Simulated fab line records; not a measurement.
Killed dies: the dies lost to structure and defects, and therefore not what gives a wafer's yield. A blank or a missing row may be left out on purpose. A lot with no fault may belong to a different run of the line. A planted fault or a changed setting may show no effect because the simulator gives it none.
fab line records ; flow n5_finfet
[record] lots = 6; wafers = 17; last_day = 18
route steps=1938 shown BEOL_M2@909 BEOL_M4@1111 PASSIVATION@1936
lots that met no fault: taken from a fault-free run of the same line
start_h: start of the lot's first displayed wafer, in hours after the record's first day ; wait_h: hours from the lot's prior step to this one ; " unchanged from the row above ; L1.1+2: several wafers, shown together as one row ; - no value present, or no start provided ; * or withheld: withheld ; < > ~ a bound
route shown NAME@n: names a module that has steps shown in the file, with the first one's number in the route ; usual: average and standard deviation across the fault-free wafers ; same: alike in all rows ; chamber/n: place in a boat ; sites: each site's reading ; _std_site: the values' standard deviation ; _edge_site: mean of outer sites minus mean of inner sites ; radius_mm: for every site, how far away it sits from the centre of the wafer ; mask NAME#n: copy n ; behind: the last tool/chamber to shape the wafer ; hold: the reason the lot was held/the length of the hold in hours/how it ended ; device: names the non-switching transistor (n, p or np) ; end of line: the tests these same wafers got at the end of their route ; a step with no rows: only its recipe ; killed: at the first sort, the dies lost to defects and structure; wafer yield is something else ; map: the dies of a wafer, with x for killed, . for not killed, _ for no die there
set.NAME: the setting that was run; set.NAME@STEP: the one run at that earlier step ; model.NAME: the simulator's own value behind a step, which no gauge read
lots seen at some steps along the route; tables by step, rows by wafer
services: when a tool's chamber went out of use (start_h, in hours from the record's first day, below 0 if earlier), for how many hours, and the reason
[[steps]]
[step N5_BEOL_M2_ANNEAL_82]
[recipe] temp_c = 400; time_s = 240; ambient = vacuum
[usual] heater_power_w = 852/93; susceptor_temp_C = 400.01/0.21
[same] time_s = 240
lot.wafer;tool;chamber;start_h;wait_h;heater_power_w;susceptor_temp_C
L594.1;pvd_sputter-03;-;154.24;0.0;940;399.80
L594.3;pvd_sputter-03;-;154.24;0.0;805;400.10
L594.5;pvd_sputter-03;-;154.24;0.0;772;400.18
L603.2;pvd_sputter-01;-;201.43;0.0;857;399.75
L603.4;pvd_sputter-01;-;201.43;0.0;866;400.30
L603.5;pvd_sputter-01;-;201.43;0.0;870;400.10
L605.1;pvd_sputter-01;-;229.13;0.0;856;399.96
L605.2;pvd_sputter-01;-;229.13;0.0;867;399.86
L605.6;pvd_sputter-01;-;229.13;0.0;883;399.39
L608.1;pvd_sputter-02;-;241.15;0.0;682;399.93
L608.5;pvd_sputter-02;-;241.15;0.0;985;399.93
L606.1;pvd_sputter-03;-;241.37;0.0;966;400.08
L606.2;pvd_sputter-03;-;241.37;0.0;799;399.81
L606.4;pvd_sputter-03;-;241.37;0.0;809;399.70
L615.2;pvd_sputter-02;-;288.59;0.0;834;399.96
L615.4;pvd_sputter-02;-;288.59;0.0;999;399.72
L615.6;pvd_sputter-02;-;288.59;0.0;797;400.28
[step N5_BEOL_M2_SPUTTER_86]
[recipe] material = Cu; target_thk_a = 45; temp_c = -20; chamber_pressure_pa = 0.07; power_w = withheld; time_s = 8.29
[step N5_BEOL_M2_ANNEAL_87]
[recipe] temp_c = 400; time_s = 240; ambient = vacuum
[step N5_BEOL_M2_SPUTTER_88]
[recipe] material = Cu; target_thk_a = 45; temp_c = -20; chamber_pressure_pa = 0.07; power_w = withheld; time_s = 8.29
[step N5_BEOL_M2_ANNEAL_89]
[recipe] temp_c = 400; time_s = 240; ambient = vacuum
[usual] heater_power_w = 850/94; susceptor_temp_C = 400.00/0.21
[same] time_s = 240
lot.wafer;tool;chamber;start_h;wait_h;heater_power_w;susceptor_temp_C
L594.1;pvd_sputter-03;-;154.68;0.0;982;400.41
L594.3;pvd_sputter-03;-;154.68;0.0;779;400.06
L594.5;pvd_sputter-03;-;154.68;0.0;781;400.20
L603.2;pvd_sputter-01;-;201.87;0.0;857;399.90
L603.4;pvd_sputter-01;-;201.87;0.0;859;400.16
L603.5;pvd_sputter-01;-;201.87;0.0;856;399.78
L605.1;pvd_sputter-01;-;229.57;0.0;879;399.62
L605.2;pvd_sputter-01;-;229.57;0.0;856;399.91
L605.6;pvd_sputter-01;-;229.57;0.0;854;400.15
L608.1;pvd_sputter-02;-;241.59;0.0;676;400.17
L608.5;pvd_sputter-02;-;241.59;0.0;975;399.89
L606.1;pvd_sputter-03;-;241.81;0.0;937;400.20
L606.2;pvd_sputter-03;-;241.81;0.0;790;400.02
L606.4;pvd_sputter-03;-;241.81;0.0;802;399.52
L615.2;pvd_sputter-02;-;289.03;0.0;828;399.94
L615.4;pvd_sputter-02;-;289.03;0.0;970;400.18
L615.6;pvd_sputter-02;-;289.03;0.0;805;399.89
[step N5_BEOL_M2_SPUTTER_90]
[recipe] material = Cu; target_thk_a = 45; temp_c = -20; chamber_pressure_pa = 0.07; power_w = withheld; time_s = 8.29
[usual] susceptor_temp_C = -19.99/0.1; throttle_valve_pct = 30.1/1.1
[same] time_s = 8.29
lot.wafer;tool;chamber;start_h;wait_h;susceptor_temp_C;throttle_valve_pct
L594.1;pvd_sputter-03;-;154.82;0.1;-20.01;30.6
L594.3;pvd_sputter-03;-;154.82;0.1;-20.06;29.7
L594.5;pvd_sputter-03;-;154.82;0.1;-19.90;31.3
L603.2;pvd_sputter-01;-;202.01;0.1;-19.95;31.1
L603.4;pvd_sputter-01;-;202.01;0.1;-20.12;31.2
L603.5;pvd_sputter-01;-;202.01;0.1;-19.99;31.0
L605.1;pvd_sputter-01;-;229.71;0.1;-19.94;30.9
L605.2;pvd_sputter-01;-;229.71;0.1;-19.93;31.6
L605.6;pvd_sputter-01;-;229.71;0.1;-20.02;31.3
L608.1;pvd_sputter-02;-;241.73;0.1;-20.00;30.0
L608.5;pvd_sputter-02;-;241.73;0.1;-19.87;28.1
L606.1;pvd_sputter-03;-;241.95;0.1;-19.88;30.4
L606.2;pvd_sputter-03;-;241.95;0.1;-19.97;31.5
L606.4;pvd_sputter-03;-;241.95;0.1;-19.98;29.3
L615.2;pvd_sputter-02;-;289.17;0.1;-20.04;29.5
L615.4;pvd_sputter-02;-;289.17;0.1;-19.90;28.1
L615.6;pvd_sputter-02;-;289.17;0.1;-20.07;29.3
[step N5_BEOL_M2_ANNEAL_91]
[recipe] temp_c = 400; time_s = 240; ambient = vacuum
[step N5_BEOL_M2_SPUTTER_92]
[recipe] material = Cu; target_thk_a = 45; temp_c = -20; chamber_pressure_pa = 0.07; power_w = withheld; time_s = 8.29
[usual] susceptor_temp_C = -20.02/0.1; throttle_valve_pct = 30.1/1.1
[same] time_s = 8.29
lot.wafer;tool;chamber;start_h;wait_h;susceptor_temp_C;throttle_valve_pct
L594.1;pvd_sputter-03;-;155.04;0.1;-19.96;30.2
L594.3;pvd_sputter-03;-;155.04;0.1;-19.96;29.4
L594.5;pvd_sputter-03;-;155.04;0.1;-20.12;31.4
L603.2;pvd_sputter-01;-;202.23;0.1;-20.04;30.9
L603.4;pvd_sputter-01;-;202.23;0.1;-19.93;31.4
L603.5;pvd_sputter-01;-;202.23;0.1;-20.16;30.7
L605.1;pvd_sputter-01;-;229.93;0.1;-20.05;30.9
L605.2;pvd_sputter-01;-;229.93;0.1;-20.12;31.3
L605.6;pvd_sputter-01;-;229.93;0.1;-20.18;31.2
L608.1;pvd_sputter-02;-;241.95;0.1;-20.03;29.7
L608.5;pvd_sputter-02;-;241.95;0.1;-20.11;28.2
L606.1;pvd_sputter-03;-;242.17;0.1;-20.00;30.4
L606.2;pvd_sputter-03;-;242.17;0.1;-20.15;30.9
L606.4;pvd_sputter-03;-;242.17;0.1;-20.08;29.6
L615.2;pvd_sputter-02;-;289.39;0.1;-19.99;29.5
L615.4;pvd_sputter-02;-;289.39;0.1;-20.15;28.2
L615.6;pvd_sputter-02;-;289.39;0.1;-20.11;29.5
[step N5_BEOL_M2_ANNEAL_93]
[recipe] temp_c = 400; time_s = 240; ambient = vacuum
[usual] heater_power_w = 852/91; susceptor_temp_C = 400.01/0.22
[same] time_s = 240
lot.wafer;tool;chamber;start_h;wait_h;heater_power_w;susceptor_temp_C
L594.1;pvd_sputter-03;-;155.12;0.0;959;399.97
L594.3;pvd_sputter-03;-;155.12;0.0;817;400.07
L594.5;pvd_sputter-03;-;155.12;0.0;781;400.28
L603.2;pvd_sputter-01;-;202.31;0.0;879;399.74
L603.4;pvd_sputter-01;-;202.31;0.0;858;400.02
L603.5;pvd_sputter-01;-;202.31;0.0;843;399.78
L605.1;pvd_sputter-01;-;230.01;0.0;861;399.80
L605.2;pvd_sputter-01;-;230.01;0.0;859;399.93
L605.6;pvd_sputter-01;-;230.01;0.0;858;399.89
L608.1;pvd_sputter-02;-;242.03;0.0;686;400.19
L608.5;pvd_sputter-02;-;242.03;0.0;972;399.96
L606.1;pvd_sputter-03;-;242.25;0.0;959;399.59
L606.2;pvd_sputter-03;-;242.25;0.0;780;400.27
L606.4;pvd_sputter-03;-;242.25;0.0;810;400.15
L615.2;pvd_sputter-02;-;289.47;0.0;828;400.52
L615.4;pvd_sputter-02;-;289.47;0.0;996;399.87
L615.6;pvd_sputter-02;-;289.47;0.0;821;400.04
[step N5_BEOL_M2_SPUTTER_94]
[recipe] material = Cu; target_thk_a = 45; temp_c = -20; chamber_pressure_pa = 0.07; power_w = withheld; time_s = 8.29
[step N5_BEOL_M2_ANNEAL_95]
[recipe] temp_c = 400; time_s = 240; ambient = vacuum
[step N5_BEOL_M2_SPUTTER_96]
[recipe] material = Cu; target_thk_a = 45; temp_c = -20; chamber_pressure_pa = 0.07; power_w = withheld; time_s = 8.29
[step N5_BEOL_M2_ECD_50]
[recipe] material = Cu; target_thk_a = 3000
lot.wafer;tool;chamber;start_h;wait_h;model.Cu_of_BEOL_M2_ECD_50.thk_nm
L594.1;ecd_cu-02;0;155.59;0.1;294
L594.3;ecd_cu-02;1;155.59;0.1;299.6
L594.5;ecd_cu-02;0;155.59;0.1;301.2
L603.2;ecd_cu-01;1;202.79;0.1;303.4
L603.4;ecd_cu-01;1;202.79;0.1;303
L603.5;ecd_cu-01;1;202.79;0.1;295.6
L605.1;ecd_cu-02;0;230.48;0.1;301.2
L605.2;ecd_cu-02;1;230.48;0.1;300.6
L605.6;ecd_cu-02;0;230.48;0.1;299.8
L608.1;ecd_cu-01;0;242.50;0.1;169
L608.5;ecd_cu-01;1;242.50;0.1;166.4
L606.1;ecd_cu-01;1;242.73;0.1;162.2
L606.2;ecd_cu-01;0;242.73;0.1;309.6
L606.4;ecd_cu-01;1;242.73;0.1;307.6
L615.2;ecd_cu-02;1;289.94;0.1;300.8
L615.4;ecd_cu-02;0;289.94;0.1;302.4
L615.6;ecd_cu-02;1;289.94;0.1;298.2
[step N5_BEOL_M2_ANNEAL_51]
[recipe] temp_c = 225; time_s = 90; ambient = N2
[step N5_BEOL_M2_CMP_52]
[recipe] stop_on = SiOC; t_overpolish_s = 6.8; down_force_psi = 1; platen_rpm = 50; clearing_platen_down_force_psi = 1.5; clearing_platen_rpm = 50; post_cmp_clean = cu_alkaline; target_thk_nm = 40; clearing_platen_pad_velocity_m_s = 0.99484; pad_velocity_m_s = 0.99484
[usual] motor_current_A = 6.2/0.52; time_to_endpoint_s = 62.3/2.9
lot.wafer;tool;chamber;start_h;wait_h;motor_current_A;time_to_endpoint_s
L594.1;cmp-01;1;156.04;0.3;6.4;67.0
L594.3;cmp-01;2;156.04;0.3;5.9;60.1
L594.5;cmp-01;0;156.04;0.3;7.4;59.7
L603.4;cmp-01;0;203.24;0.2;7.6;60.8
L603.2;cmp-01;1;203.24;0.2;6.0;67.3
L603.5;cmp-01;2;203.24;0.2;6.0;57.8
L605.2;cmp-01;2;231.04;0.2;5.7;59.6
L605.1;cmp-01;3;231.04;0.2;6.1;62.4
L605.6;cmp-01;2;231.04;0.2;6.2;62.4
L608.1;cmp-02;1;242.92;0.3;6.2;34.7
L608.5;cmp-02;1;242.92;0.3;5.8;37.5
L606.4;cmp-02;1;243.15;0.1;6.1;66.9
L606.2;cmp-02;2;243.15;0.1;6.0;67.0
L606.1;cmp-02;3;243.15;0.1;6.1;34.5
L615.2;cmp-01;3;290.32;0.2;5.9;62.3
L615.4;cmp-01;1;290.32;0.2;6.2;65.8
L615.6;cmp-01;3;290.32;0.2;6.6;63.7
[step N5_BEOL_M2_THK_MEAS_53]
[recipe] thk_meas_gauge = xrf; reads = Cu_of_BEOL_M2_ECD_50
[usual] M2_THK = 39.6/1.6
lot.wafer;tool;chamber;start_h;wait_h;M2_THK[nm]
L594.1;film_metro-01;-;156.26;-;40.8
L594.3;film_metro-01;-;156.26;-;40.1
L594.5;film_metro-01;-;156.26;-;38.6
L603.2;film_metro-02;-;203.46;-;43.1
L603.4;film_metro-02;-;203.46;-;41.0
L603.5;film_metro-02;-;203.46;-;38.3
L605.1;film_metro-01;-;231.33;-;39.9
L605.2;film_metro-01;-;231.33;-;39.3
L605.6;film_metro-01;-;231.33;-;39.4
L608.1;film_metro-01;-;243.17;-;37.1
L608.5;film_metro-01;-;243.17;-;39.9
L606.1;film_metro-01;-;243.44;-;40.1
L606.2;film_metro-01;-;243.44;-;39.6
L606.4;film_metro-01;-;243.44;-;38.1
L615.2;film_metro-02;-;290.61;-;39.0
L615.4;film_metro-02;-;290.61;-;38.6
L615.6;film_metro-02;-;290.61;-;37.4
[step N5_BEOL_M4_RC_MEAS_101]
[usual] DIBL_N = 36.7/1.8; DIBL_P = 37.0/2.4; IOFF_N = 0.17/0.036; IOFF_P = 0.22/0.042; ION_N = 673/12; ION_P = 462/8.5; SS_N = 71.7/0.62; SS_P = 73.4/0.65; VT_N = 250/3.7; VT_P = -250/3.7
lot.wafer;tool;chamber;start_h;wait_h;DIBL_N[mV/V];DIBL_P[mV/V];IOFF_N[nA/um];IOFF_P[nA/um];ION_N[uA/um];ION_P[uA/um];SS_N[mV/dec];SS_P[mV/dec];VT_N[mV];VT_P[mV]
L594.1;prober-02;0;188.41;0.0;39.1;40.7;0.22;0.28;691;466;72.4;74.2;246;-246
L594.3;prober-02;0;188.41;0.0;36.9;37.5;0.17;0.22;682;458;71.5;74.2;248;-248
L594.5;prober-02;0;188.41;0.0;37.7;38.7;0.18;0.22;676;456;72.0;73.9;249;-250
L603.2;prober-01;0;239.58;0.2;34.8;34.0;0.12;0.17;664;456;71.2;72.2;255;-254
L603.4;prober-01;0;239.58;0.2;32.0;31.6;0.09;0.14;649;454;70.6;72.3;260;-257
L603.5;prober-01;0;239.58;0.2;33.1;33.1;0.09;0.16;641;447;71.2;72.4;262;-258
L605.1;prober-01;0;262.40;0.0;38.3;39.4;0.21;0.27;671;463;72.5;73.8;245;-247
L605.2;prober-01;0;262.40;0.0;37.7;39.4;0.19;0.26;681;467;71.6;73.9;248;-248
L605.6;prober-01;0;262.40;0.0;36.8;39.1;0.18;0.26;682;473;71.7;73.3;245;-247
L608.1;prober-02;0;269.87;0.0;38.3;41.0;0.20;0.29;686;484;72.5;74.2;246;-244
L608.5;prober-02;0;269.87;0.0;38.5;41.4;0.24;0.31;704;479;72.3;73.5;242;-242
L606.1;prober-01;0;270.96;0.0;34.9;35.8;0.12;0.19;649;452;71.5;73.0;253;-251
L606.2;prober-01;0;270.96;0.0;35.6;37.4;0.14;0.22;667;462;71.1;73.8;251;-251
L606.4;prober-01;0;270.96;0.0;35.1;37.3;0.14;0.21;671;466;71.7;73.8;253;-252
L615.2;prober-02;0;330.89;0.2;34.9;35.7;0.13;0.21;667;469;71.4;72.5;251;-250
L615.4;prober-02;0;330.89;0.2;36.9;37.2;0.17;0.22;665;455;72.2;73.6;252;-251
L615.6;prober-02;0;330.89;0.2;37.0;38.2;0.18;0.25;678;473;72.4;72.9;250;-250
[step N5_PASSIVATION_PROBE_49]
[usual] defect_limited_yield = 91.1/1.4; killed_at_M0_to_M3 = 32/9.3; killed_at_M4_up = 13/5.8; killed_at_contacts = 12/6.3; killed_at_front_end = 44/12; killed_at_other = 3.6/2.7; killed_dies = 104/17; killed_open = 69/13; killed_short = 34/6.9; sort_bin_5_function = 5.2/0.98; sort_bin_6_memory = 3.3/0.59; sort_bin_8_speed = 0.01/0.039; sort_n_pass = 1075/17; sort_yield_pct = 91.1/1.4
[same] gross_dies = 1180; killed_at_back_side = 0; sort_bin_4_leakage[%] = 0
lot.wafer;tool;chamber;start_h;wait_h;defect_limited_yield[%];killed_at_M0_to_M3;killed_at_M4_up;killed_at_contacts;killed_at_front_end;killed_at_other;killed_dies;killed_open;killed_short;sort_bin_5_function[%];sort_bin_6_memory[%];sort_bin_8_speed[%];sort_n_pass;sort_yield_pct[%]
L594.1;prober-01;-;292.60;0.0;91.0;43;11;7;45;0;106;84;22;5.8;3.1;0;1074;91.0
L594.3;prober-01;-;292.70;0.1;92.7;25;12;12;35;2;86;57;28;3.9;3.3;0;1094;92.7
L594.5;prober-01;-;292.80;0.2;92.7;22;4;3;55;2;86;44;36;3.5;2.8;0;1094;92.7
L605.1;prober-02;-;360.80;0.0;93.4;15;17;17;29;0;78;55;23;4.3;2.1;0;1102;93.4
L605.2;prober-02;-;360.85;0.1;90.8;43;12;19;32;2;108;65;35;5.0;3.6;0;1072;90.8
L605.6;prober-02;-;361.05;0.3;92.8;40;8;7;28;2;85;52;32;4.0;3.0;0;1095;92.8
L606.1;prober-01;-;375.31;0.0;90.2;28;9;20;52;7;116;89;26;5.8;3.7;0;1064;90.2
L606.2;prober-01;-;375.36;0.1;89.4;47;7;26;44;1;125;86;37;6.3;4.3;0;1055;89.4
L606.4;prober-01;-;375.46;0.2;91.4;26;4;20;48;3;101;60;38;4.7;3.4;0;1079;91.4
L608.1;prober-02;-;391.08;0.0;92.8;27;13;16;24;5;85;49;36;3.9;3.1;0;1095;92.8
L608.5;prober-02;-;391.28;0.2;90.3;31;32;11;35;5;114;78;28;6.3;2.5;0;1066;90.3
L615.2;prober-02;-;429.67;0.1;89.5;48;19;10;39;8;124;74;48;6.9;3.2;0;1056;89.5
L615.4;prober-02;-;429.77;0.2;90.5;22;13;17;53;7;112;73;36;5.8;3.3;0;1068;90.5
L615.6;prober-02;-;429.87;0.3;91.4;26;11;9;53;3;102;63;30;3.9;3.8;0;1078;91.4
// killed by level:class
L594.1 FIN_SAQP:geometric_particle:open=24 BEOL_M2:geometric_particle:open=13 BEOL_M3:geometric_particle:open=10 FIN_SAQP:geometric_particle:short=7 BEOL_M0_SAQP:geometric_particle:open=7 MOL_CONTACT_COAG:geometric_particle:open=5 BEOL_M1:geometric_particle:open=4 BEOL_M4:geometric_particle:open=4
L594.3 MOL_CONTACT_COAG:geometric_particle:open=10 FIN_SAQP:geometric_particle:open=9 FIN_SAQP:geometric_particle:short=8 BEOL_M0_SAQP:geometric_particle:short=8 STI_FIN_REVEAL:geometric_particle:open=6 DUMMY_GATE:geometric_particle:open=5 BEOL_M3:geometric_particle:open=4 ILD0:geometric_particle:open=3
L594.5 FIN_SAQP:geometric_particle:short=19 FIN_SAQP:geometric_particle:open=15 HKMG_FIN:area_etch=6 STI_FIN_REVEAL:geometric_particle:open=5 BEOL_M0_SAQP:geometric_particle:short=5 GATE_CUT:geometric_particle:open=3 BEOL_M0:geometric_particle:open=3 BEOL_M1:geometric_particle:open=3
L605.1 MOL_CONTACT_COAG:geometric_particle:open=13 BEOL_M4:geometric_particle:open=9 FIN_SAQP:geometric_particle:open=6 BEOL_M1:geometric_particle:open=5 FIN_SAQP:geometric_particle:short=4 STI_FIN_REVEAL:geometric_particle:open=4 DUMMY_GATE:geometric_particle:open=4 MOL_CONTACT_COAG:geometric_particle:short=4
L605.2 MOL_CONTACT_COAG:geometric_particle:open=13 BEOL_M0_SAQP:geometric_particle:open=9 BEOL_M0_SAQP:geometric_particle:short=8 BEOL_M4:geometric_particle:open=7 BEOL_M2:geometric_particle:open=7 BEOL_M3:geometric_particle:open=7 HKMG_FIN:area_etch=6 STI_FIN_REVEAL:geometric_particle:open=5
L605.6 BEOL_M2:geometric_particle:open=12 BEOL_M0_SAQP:geometric_particle:open=9 BEOL_M0_SAQP:geometric_particle:short=8 FIN_SAQP:geometric_particle:open=6 FIN_SAQP:geometric_particle:short=5 MOL_CONTACT_COAG:geometric_particle:open=5 BEOL_M4:geometric_particle:open=5 STARTING-WAFER:geometric_particle:open=4
L606.1 MOL_CONTACT_COAG:geometric_particle:open=17 FIN_SAQP:geometric_particle:open=16 STI_FIN_REVEAL:geometric_particle:open=15 BEOL_M2:geometric_particle:open=9 FIN_SAQP:geometric_particle:short=5 BEOL_M3:geometric_particle:open=5 DUMMY_GATE:geometric_particle:open=4 BEOL_M0_SAQP:geometric_particle:open=4
L606.2 MOL_CONTACT_COAG:geometric_particle:open=24 BEOL_M3:geometric_particle:open=13 FIN_SAQP:geometric_particle:open=10 BEOL_M0_SAQP:geometric_particle:open=9 FIN_SAQP:geometric_particle:short=8 BEOL_M0_SAQP:geometric_particle:short=8 STI_FIN_REVEAL:geometric_particle:open=7 ILD0:geometric_particle:short=7
L606.4 MOL_CONTACT_COAG:geometric_particle:open=13 DUMMY_GATE:geometric_particle:open=10 FIN_SAQP:geometric_particle:open=9 FIN_SAQP:geometric_particle:short=8 BEOL_M0_SAQP:geometric_particle:short=8 MOL_CONTACT_COAG:geometric_particle:short=7 BEOL_M2:geometric_particle:open=6 BEOL_M0_SAQP:geometric_particle:open=4
L608.1 MOL_CONTACT_COAG:geometric_particle:open=10 BEOL_M2:geometric_particle:open=7 MOL_CONTACT_COAG:geometric_particle:short=6 BEOL_M0_SAQP:geometric_particle:open=6 FIN_SAQP:geometric_particle:open=4 STI_FIN_REVEAL:geometric_particle:open=4 DUMMY_GATE:geometric_particle:short=4 GATE_CUT:geometric_particle:short=4
L608.5 BEOL_M4:geometric_particle:open=17 BEOL_M2:geometric_particle:open=12 FIN_SAQP:geometric_particle:open=8 MOL_CONTACT_COAG:geometric_particle:open=8 HKMG_FIN:area_etch=7 DUMMY_GATE:geometric_particle:open=6 BEOL_M0_SAQP:geometric_particle:open=6 FIN_SAQP:geometric_particle:short=5
L615.2 BEOL_M0_SAQP:geometric_particle:open=11 BEOL_M0_SAQP:geometric_particle:short=10 MOL_CONTACT_COAG:geometric_particle:open=9 BEOL_M2:geometric_particle:short=8 FIN_SAQP:geometric_particle:short=6 DUMMY_GATE:geometric_particle:open=6 STI_FIN_REVEAL:geometric_particle:open=6 BEOL_M1:geometric_particle:open=6
L615.4 MOL_CONTACT_COAG:geometric_particle:open=15 FIN_SAQP:geometric_particle:short=11 FIN_SAQP:geometric_particle:open=8 GATE_CUT:geometric_particle:short=6 BEOL_M0_SAQP:geometric_particle:open=6 STI_FIN_REVEAL:geometric_particle:open=5 DUMMY_GATE:geometric_particle:open=5 BEOL_M0_SAQP:geometric_particle:short=5
L615.6 FIN_SAQP:geometric_particle:open=16 FIN_SAQP:geometric_particle:short=10 STI_FIN_REVEAL:geometric_particle:open=7 BEOL_M0_SAQP:geometric_particle:open=7 HKMG_FIN:area_etch=7 MOL_CONTACT_COAG:geometric_particle:open=6 BEOL_M2:geometric_particle:open=6 BEOL_M3:geometric_particle:open=4
[[services]]
tool;chamber;start_h;hours;kind
cmp-01;-;140.20;1.9;repair
cmp-02;-;150.48;1.0;repair
ecd_cu-01;-;162.25;1.8;repair
cmp-02;-;224.86;4.0;pm
cmp-02;-;228.86;-;consumable_replace:conditioner
cmp-02;-;228.86;-;consumable_replace:pad
cmp-01;-;231.26;4.0;pm
cmp-01;-;235.26;-;consumable_replace:conditioner
cmp-01;-;235.26;-;consumable_replace:pad
ecd_cu-01;-;250.18;0.6;repair
cmp-01;-;258.05;0.7;repair
cmp-01;-;274.28;3.0;repair
ecd_cu-01;-;277.76;1.1;repair
cmp-02;-;287.83;1.1;repair
[[key]]
[first_sign] step = N5_BEOL_M2_CMP_52; reading = time_to_endpoint_s; direction = down; sigmas = 9.3; usual = *; struck = *
effect none on later readings
[model_effect] step = N5_BEOL_M2_ECD_50; value = Cu_of_BEOL_M2_ECD_50.thk_nm; without = 302.1; struck = 165.9
met_at N5_BEOL_M2_ECD_50
struck_wafers L606.1,L608.1,L608.5
onset_between 202.79 242.50
[fault] kind = process_parameter_drift; tool = ecd_cu-01; chamber = -; onset_h = 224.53; steps = N5_BEOL_M2_ECD_50; channel = target_thk_a; offset = *; shape = step; end_h = 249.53; scope = struck_wafers_only; acts_in = *; stated = *
